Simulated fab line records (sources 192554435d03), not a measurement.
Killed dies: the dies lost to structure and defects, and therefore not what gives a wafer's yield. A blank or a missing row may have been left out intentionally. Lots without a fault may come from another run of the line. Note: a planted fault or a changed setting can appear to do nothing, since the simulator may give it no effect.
Which of the tools did it? || flow n5Finfet || Sampling: 9 lots, 27 wafers, 6 of 1938 route steps

WHAT THE GAUGES READ, wafer by wafer
N5_BEOL_M4_RC_MEAS_101. Usual: DIBL_N 37.3 mV/V, standard deviation 2.3; DIBL_P 37.4 mV/V, standard deviation 2.9; IOFF_N 0.18 nA/um, standard deviation 0.045; IOFF_P 0.25 nA/um, standard deviation 0.054; ION_N 679 uA/um, standard deviation 15; ION_P 468 uA/um, standard deviation 9.7; SS_N 71.8 mV/dec, standard deviation 0.62; SS_P 73.6 mV/dec, standard deviation 0.76; VT_N 248 mV, standard deviation 4.1; VT_P -248 mV, standard deviation 3.6.
{"lot": "L723", "measured": "day 8 22:00", "on": "prober-01", "DIBL_N (mV/V)": "36.8 38.7 37.2", "DIBL_P (mV/V)": "36.0 38.6 37.3", "IOFF_N (nA/um)": "0.17 0.21 0.18", "IOFF_P (nA/um)": "0.23 0.28 0.26", "ION_N (uA/um)": "683 687 692", "ION_P (uA/um)": "464 473 480", "SS_N (mV/dec)": "71.3 72.1 71.9", "SS_P (mV/dec)": "73.0 74.0 74.4", "VT_N (mV)": "251 247 248", "VT_P (mV)": "-249 -245 -245", "flag": ""}
{"lot": "L724", "measured": "day 9 03:22", "on": "prober-02", "DIBL_N (mV/V)": "39.0 40.6 37.3", "DIBL_P (mV/V)": "39.4 43.2 38.2", "IOFF_N (nA/um)": "0.20 0.26 0.17", "IOFF_P (nA/um)": "0.25 0.31 0.22", "ION_N (uA/um)": "681 693 698", "ION_P (uA/um)": "464 473 469", "SS_N (mV/dec)": "71.6 72.8 72.0", "SS_P (mV/dec)": "74.0 74.9 73.0", "VT_N (mV)": "247 243 248", "VT_P (mV)": "-249 -248 -251", "flag": ""}
{"lot": "L725", "measured": "day 9 22:19", "on": "prober-02", "DIBL_N (mV/V)": "34.8 36.0 33.0", "DIBL_P (mV/V)": "33.3 36.1 31.3", "IOFF_N (nA/um)": "0.13 0.16 0.11", "IOFF_P (nA/um)": "0.20 0.25 0.18", "ION_N (uA/um)": "670 673 672", "ION_P (uA/um)": "466 460 465", "SS_N (mV/dec)": "70.5 71.8 70.0", "SS_P (mV/dec)": "74.2 74.5 73.2", "VT_N (mV)": "250 247 253", "VT_P (mV)": "-251 -249 -251", "flag": ""}
{"lot": "L729", "measured": "day 10 19:53", "on": "prober-01", "DIBL_N (mV/V)": "36.9 32.6 36.2", "DIBL_P (mV/V)": "38.9 32.7 38.4", "IOFF_N (nA/um)": "0.18 0.11 0.19", "IOFF_P (nA/um)": "0.25 0.16 0.25", "ION_N (uA/um)": "673 675 692", "ION_P (uA/um)": "462 461 472", "SS_N (mV/dec)": "72.5 70.8 72.3", "SS_P (mV/dec)": "73.3 72.4 73.1", "VT_N (mV)": "247 258 246", "VT_P (mV)": "-249 -254 -246", "flag": ""}
{"lot": "L733", "measured": "day 11 02:22", "on": "prober-01", "DIBL_N (mV/V)": "38.6 37.7 35.2", "DIBL_P (mV/V)": "39.5 38.2 35.6", "IOFF_N (nA/um)": "0.19 0.17 0.12", "IOFF_P (nA/um)": "0.26 0.25 0.21", "ION_N (uA/um)": "668 683 647", "ION_P (uA/um)": "457 469 448", "SS_N (mV/dec)": "72.1 72.4 72.0", "SS_P (mV/dec)": "74.2 73.5 74.0", "VT_N (mV)": "248 248 253", "VT_P (mV)": "-251 -251 -252", "flag": ""}
{"lot": "L731", "measured": "day 11 02:35", "on": "prober-02", "DIBL_N (mV/V)": "39.9 41.4 40.8", "DIBL_P (mV/V)": "41.3 42.9 42.1", "IOFF_N (nA/um)": "0.23 0.26 0.24", "IOFF_P (nA/um)": "0.32 0.39 0.35", "ION_N (uA/um)": "704 688 692", "ION_P (uA/um)": "487 475 484", "SS_N (mV/dec)": "72.3 72.9 71.7", "SS_P (mV/dec)": "74.4 74.6 74.7", "VT_N (mV)": "243 241 241", "VT_P (mV)": "-244 -241 -241", "flag": ""}
{"lot": "L738", "measured": "day 12 10:40", "on": "prober-02", "DIBL_N (mV/V)": "39.6 41.1 36.8", "DIBL_P (mV/V)": "38.4 40.5 33.9", "IOFF_N (nA/um)": "0.19 0.23 0.14", "IOFF_P (nA/um)": "0.25 0.32 0.17", "ION_N (uA/um)": "683 682 653", "ION_P (uA/um)": "464 467 449", "SS_N (mV/dec)": "71.9 73.4 71.7", "SS_P (mV/dec)": "74.1 74.8 72.3", "VT_N (mV)": "248 246 255", "VT_P (mV)": "-251 -244 -253", "flag": ""}
{"lot": "L741", "measured": "day 13 12:40", "on": "prober-01", "DIBL_N (mV/V)": "38.2 38.9 34.8", "DIBL_P (mV/V)": "37.6 41.0 34.9", "IOFF_N (nA/um)": "0.17 0.22 0.12", "IOFF_P (nA/um)": "0.22 0.31 0.19", "ION_N (uA/um)": "663 688 654", "ION_P (uA/um)": "455 470 460", "SS_N (mV/dec)": "72.4 72.6 71.5", "SS_P (mV/dec)": "73.6 74.6 73.9", "VT_N (mV)": "254 244 257", "VT_P (mV)": "-252 -246 -251", "flag": ""}
{"lot": "L742", "measured": "day 13 13:46", "on": "prober-02", "DIBL_N (mV/V)": "38.2 37.2 34.7", "DIBL_P (mV/V)": "36.8 36.0 33.0", "IOFF_N (nA/um)": "0.19 0.18 0.13", "IOFF_P (nA/um)": "0.30 0.26 0.21", "ION_N (uA/um)": "680 681 675", "ION_P (uA/um)": "476 468 472", "SS_N (mV/dec)": "71.5 71.3 71.0", "SS_P (mV/dec)": "73.7 73.0 72.6", "VT_N (mV)": "246 246 251", "VT_P (mV)": "-242 -246 -248", "flag": ""}

N5_BEOL_M6_THK_MEAS_01. Usual: M6_ILD_THK gives 155.8 nm (standard deviation 2.4).
{"lot": "L723", "measured": "day 9 12:20", "on": "filmMetro-02", "M6_ILD_THK (nm)": "152.7 154.5 156.0", "flag": ""}
{"lot": "L724", "measured": "day 9 19:05", "on": "filmMetro-01", "M6_ILD_THK (nm)": "156.6 157.7 160.5", "flag": ""}
{"lot": "L725", "measured": "day 10 10:52", "on": "filmMetro-01", "M6_ILD_THK (nm)": "154.6 157.3 157.6", "flag": ""}
{"lot": "L729", "measured": "day 11 10:56", "on": "filmMetro-01", "M6_ILD_THK (nm)": "157.9 155.2 158.4", "flag": ""}
{"lot": "L733", "measured": "day 11 14:43", "on": "filmMetro-02", "M6_ILD_THK (nm)": "264.1 264.1 263.4", "flag": "OFF"}
{"lot": "L731", "measured": "day 11 15:15", "on": "filmMetro-01", "M6_ILD_THK (nm)": "261.0 261.1 264.7", "flag": "OFF"}
{"lot": "L738", "measured": "day 13 02:22", "on": "filmMetro-01", "M6_ILD_THK (nm)": "154.1 158.8 158.6", "flag": ""}
{"lot": "L741", "measured": "day 14 04:23", "on": "filmMetro-01", "M6_ILD_THK (nm)": "158.1 158.9 158.8", "flag": ""}
{"lot": "L742", "measured": "day 14 04:11", "on": "filmMetro-02", "M6_ILD_THK (nm)": "150.3 153.2 152.5", "flag": ""}

EACH LOT AND THE TOOL THAT RAN IT (in order: tool; ch and the chambers of the sampled wafers; start)
{"lot": "L723", "N5_BEOL_M5_SPUTTER_81": "pvdSputter-02, day 9 07:21", "N5_BEOL_M5_ANNEAL_82": "pvdSputter-02, day 9 07:26", "N5_BEOL_M5_SPUTTER_90": "pvdSputter-02, day 9 10:37", "N5_BEOL_M6_ILD_DEP_00": "pecvd-02 ch 0,2, day 9 11:45"}
{"lot": "L724", "N5_BEOL_M5_SPUTTER_81": "pvdSputter-01, day 9 14:07", "N5_BEOL_M5_ANNEAL_82": "pvdSputter-01, day 9 14:11", "N5_BEOL_M5_SPUTTER_90": "pvdSputter-01, day 9 17:22", "N5_BEOL_M6_ILD_DEP_00": "pecvd-03 ch 1, day 9 18:29"}
{"lot": "L725", "N5_BEOL_M5_SPUTTER_81": "pvdSputter-02, day 10 05:50", "N5_BEOL_M5_ANNEAL_82": "pvdSputter-02, day 10 05:55", "N5_BEOL_M5_SPUTTER_90": "pvdSputter-02, day 10 09:05", "N5_BEOL_M6_ILD_DEP_00": "pecvd-01 ch 0,1, day 10 10:17"}
{"lot": "L729", "N5_BEOL_M5_SPUTTER_81": "pvdSputter-02, day 11 05:43", "N5_BEOL_M5_ANNEAL_82": "pvdSputter-02, day 11 05:47", "N5_BEOL_M5_SPUTTER_90": "pvdSputter-02, day 11 08:58", "N5_BEOL_M6_ILD_DEP_00": "pecvd-02 ch 0,1,2, day 11 10:22"}
{"lot": "L733", "N5_BEOL_M5_SPUTTER_81": "pvdSputter-01, day 11 09:29", "N5_BEOL_M5_ANNEAL_82": "pvdSputter-01, day 11 09:34", "N5_BEOL_M5_SPUTTER_90": "pvdSputter-01, day 11 12:44", "N5_BEOL_M6_ILD_DEP_00": "pecvd-02 ch 0,1,2, day 11 14:09"}
{"lot": "L731", "N5_BEOL_M5_SPUTTER_81": "pvdSputter-03, day 11 10:01", "N5_BEOL_M5_ANNEAL_82": "pvdSputter-03, day 11 10:06", "N5_BEOL_M5_SPUTTER_90": "pvdSputter-03, day 11 13:17", "N5_BEOL_M6_ILD_DEP_00": "pecvd-02 ch 0,2, day 11 14:40"}
{"lot": "L738", "N5_BEOL_M5_SPUTTER_81": "pvdSputter-01, day 12 21:19", "N5_BEOL_M5_ANNEAL_82": "pvdSputter-01, day 12 21:23", "N5_BEOL_M5_SPUTTER_90": "pvdSputter-01, day 13 00:34", "N5_BEOL_M6_ILD_DEP_00": "pecvd-01 ch 0,1, day 13 01:45"}
{"lot": "L741", "N5_BEOL_M5_SPUTTER_81": "pvdSputter-03, day 13 22:44", "N5_BEOL_M5_ANNEAL_82": "pvdSputter-03, day 13 22:49", "N5_BEOL_M5_SPUTTER_90": "pvdSputter-03, day 14 02:00", "N5_BEOL_M6_ILD_DEP_00": "pecvd-03 ch 1,2, day 14 03:18"}
{"lot": "L742", "N5_BEOL_M5_SPUTTER_81": "pvdSputter-02, day 13 22:42", "N5_BEOL_M5_ANNEAL_82": "pvdSputter-02, day 13 22:47", "N5_BEOL_M5_SPUTTER_90": "pvdSputter-02, day 14 01:58", "N5_BEOL_M6_ILD_DEP_00": "pecvd-01 ch 0,1,2, day 14 03:08"}
- N5_BEOL_M5_SPUTTER_81: material Cu, target thk 15 nm, time 27.62 s.
- N5_BEOL_M5_ANNEAL_82: time 1800 s.
- N5_BEOL_M5_SPUTTER_90: material Cu, target thk 4.5 nm, time 8.29 s.
- N5_BEOL_M6_ILD_DEP_00: deposits SiCOH lowk from DEMS/porogen, target thk 179.75 nm, time 33.4 s.

WHAT THE TOOLS THEMSELVES READ (means of the sampled wafers that have a number; where no wafer has one, the mark that the record gives instead)
N5_BEOL_M5_SPUTTER_81. Usual: chuckGasFlowSccm 1.27 sccm, standard deviation 0.052; substrateTempC -20.00 C, standard deviation 0.11; throttleValvePct 29.7 %, standard deviation 1.
{"lot": "L723", "tool": "pvdSputter-02", "chuckGasFlowSccm (sccm)": 1.28, "substrateTempC (C)": -20.10, "throttleValvePct (%)": 29.6, "flag": ""}
{"lot": "L724", "tool": "pvdSputter-01", "chuckGasFlowSccm (sccm)": 1.33, "substrateTempC (C)": -19.95, "throttleValvePct (%)": 29.5, "flag": ""}
{"lot": "L725", "tool": "pvdSputter-02", "chuckGasFlowSccm (sccm)": 1.28, "substrateTempC (C)": -19.96, "throttleValvePct (%)": 29.9, "flag": ""}
{"lot": "L729", "tool": "pvdSputter-02", "chuckGasFlowSccm (sccm)": 1.24, "substrateTempC (C)": -20.08, "throttleValvePct (%)": 30.6, "flag": ""}
{"lot": "L733", "tool": "pvdSputter-01", "chuckGasFlowSccm (sccm)": 1.27, "substrateTempC (C)": -20.06, "throttleValvePct (%)": 30.9, "flag": ""}
{"lot": "L731", "tool": "pvdSputter-03", "chuckGasFlowSccm (sccm)": 1.24, "substrateTempC (C)": -20.07, "throttleValvePct (%)": 29.5, "flag": ""}
{"lot": "L738", "tool": "pvdSputter-01", "chuckGasFlowSccm (sccm)": 1.33, "substrateTempC (C)": -19.98, "throttleValvePct (%)": 28.9, "flag": ""}
{"lot": "L741", "tool": "pvdSputter-03", "chuckGasFlowSccm (sccm)": 1.28, "substrateTempC (C)": -19.97, "throttleValvePct (%)": 29.3, "flag": ""}
{"lot": "L742", "tool": "pvdSputter-02", "chuckGasFlowSccm (sccm)": 1.32, "substrateTempC (C)": -19.95, "throttleValvePct (%)": 29.9, "flag": ""}

N5_BEOL_M5_ANNEAL_82. Usual: heaterPowerW 812 W, standard deviation 81.
{"lot": "L723", "tool": "pvdSputter-02", "heaterPowerW (W)": 700, "flag": ""}
{"lot": "L724", "tool": "pvdSputter-01", "heaterPowerW (W)": 860, "flag": ""}
{"lot": "L725", "tool": "pvdSputter-02", "heaterPowerW (W)": 822, "flag": ""}
{"lot": "L729", "tool": "pvdSputter-02", "heaterPowerW (W)": 788, "flag": ""}
{"lot": "L733", "tool": "pvdSputter-01", "heaterPowerW (W)": 864, "flag": ""}
{"lot": "L731", "tool": "pvdSputter-03", "heaterPowerW (W)": 870, "flag": ""}
{"lot": "L738", "tool": "pvdSputter-01", "heaterPowerW (W)": 867, "flag": ""}
{"lot": "L741", "tool": "pvdSputter-03", "heaterPowerW (W)": 828, "flag": ""}
{"lot": "L742", "tool": "pvdSputter-02", "heaterPowerW (W)": 828, "flag": ""}

N5_BEOL_M5_SPUTTER_90. Usual: chuckGasFlowSccm 1.26 sccm, standard deviation 0.048; substrateTempC -19.99 C, standard deviation 0.1; throttleValvePct 29.7 %, standard deviation 1.1.
{"lot": "L723", "tool": "pvdSputter-02", "chuckGasFlowSccm (sccm)": 1.29, "substrateTempC (C)": -19.92, "throttleValvePct (%)": 29.7, "flag": ""}
{"lot": "L724", "tool": "pvdSputter-01", "chuckGasFlowSccm (sccm)": 1.29, "substrateTempC (C)": -20.05, "throttleValvePct (%)": 29.5, "flag": ""}
{"lot": "L725", "tool": "pvdSputter-02", "chuckGasFlowSccm (sccm)": 1.30, "substrateTempC (C)": -19.88, "throttleValvePct (%)": 30.1, "flag": ""}
{"lot": "L729", "tool": "pvdSputter-02", "chuckGasFlowSccm (sccm)": 1.28, "substrateTempC (C)": -19.95, "throttleValvePct (%)": 30.3, "flag": ""}
{"lot": "L733", "tool": "pvdSputter-01", "chuckGasFlowSccm (sccm)": 1.25, "substrateTempC (C)": -20.00, "throttleValvePct (%)": 30.9, "flag": ""}
{"lot": "L731", "tool": "pvdSputter-03", "chuckGasFlowSccm (sccm)": 1.25, "substrateTempC (C)": -19.87, "throttleValvePct (%)": 29.5, "flag": ""}
{"lot": "L738", "tool": "pvdSputter-01", "chuckGasFlowSccm (sccm)": 1.25, "substrateTempC (C)": -19.94, "throttleValvePct (%)": 28.8, "flag": ""}
{"lot": "L741", "tool": "pvdSputter-03", "chuckGasFlowSccm (sccm)": 1.23, "substrateTempC (C)": -19.98, "throttleValvePct (%)": 29.4, "flag": ""}
{"lot": "L742", "tool": "pvdSputter-02", "chuckGasFlowSccm (sccm)": 1.26, "substrateTempC (C)": -20.03, "throttleValvePct (%)": 29.9, "flag": ""}

N5_BEOL_M6_ILD_DEP_00. Usual: heaterPowerW 281 W, standard deviation 41; showerheadPlenumPTorr 5.742 Torr, standard deviation 0.024; throttleValvePct 13.9 %, standard deviation 1.2.
{"lot": "L723", "tool": "pecvd-02", "heaterPowerW (W)": 300, "showerheadPlenumPTorr (Torr)": 5.715, "throttleValvePct (%)": 13.1, "flag": ""}
{"lot": "L724", "tool": "pecvd-03", "heaterPowerW (W)": 297, "showerheadPlenumPTorr (Torr)": 5.716, "throttleValvePct (%)": 12.7, "flag": ""}
{"lot": "L725", "tool": "pecvd-01", "heaterPowerW (W)": 319, "showerheadPlenumPTorr (Torr)": 5.765, "throttleValvePct (%)": 13.9, "flag": ""}
{"lot": "L729", "tool": "pecvd-02", "heaterPowerW (W)": 270, "showerheadPlenumPTorr (Torr)": 5.751, "throttleValvePct (%)": 13.8, "flag": ""}
{"lot": "L733", "tool": "pecvd-02", "heaterPowerW (W)": 280, "showerheadPlenumPTorr (Torr)": 5.737, "throttleValvePct (%)": 14.0, "flag": ""}
{"lot": "L731", "tool": "pecvd-02", "heaterPowerW (W)": 276, "showerheadPlenumPTorr (Torr)": 5.725, "throttleValvePct (%)": 12.9, "flag": ""}
{"lot": "L738", "tool": "pecvd-01", "heaterPowerW (W)": 304, "showerheadPlenumPTorr (Torr)": 5.750, "throttleValvePct (%)": 14.5, "flag": ""}
{"lot": "L741", "tool": "pecvd-03", "heaterPowerW (W)": 265, "showerheadPlenumPTorr (Torr)": 5.721, "throttleValvePct (%)": 12.8, "flag": ""}
{"lot": "L742", "tool": "pecvd-01", "heaterPowerW (W)": 308, "showerheadPlenumPTorr (Torr)": 5.739, "throttleValvePct (%)": 13.9, "flag": ""}

THE ANSWER, worked out from the rows above alone
Rule: lot off if the mean of its wafers having a number is beyond 3 standard deviations from the usual mean. A lot without any number at a reading at which 4 lots or more have one is off too. All remaining lots with rows at the step are treated as sound. Order of review: gauges by route order, followed by the tools' own readings, for which a lot's mean as printed above is used. At the first step where some lot is off, the reading lying furthest off is the one used; lots without a number count as furthest.
Off: at N5_BEOL_M6_THK_MEAS_01 (M6_ILD_THK), L733, L731.
A tool fits if, at a process step before that reading, it ran every lot that is off, and no sound lot after the first of them. The gauges at N5_BEOL_M6_THK_MEAS_01 are tried like those tools. One candidate fits, namely pecvd-02 at N5_BEOL_M6_ILD_DEP_00. A fault onset in the window from L729 (day 11 10:22, its last sound lot) to L733 (day 11 14:09, its first lot off) fits.

WHAT THE SIMULATOR PUT IN
Process parameters drifting: pecvd-02 at N5_BEOL_M6_ILD_DEP_00, beginning at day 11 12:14. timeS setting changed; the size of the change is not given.
Shown lots that were struck: L733, L731. Same finding as the rule above.
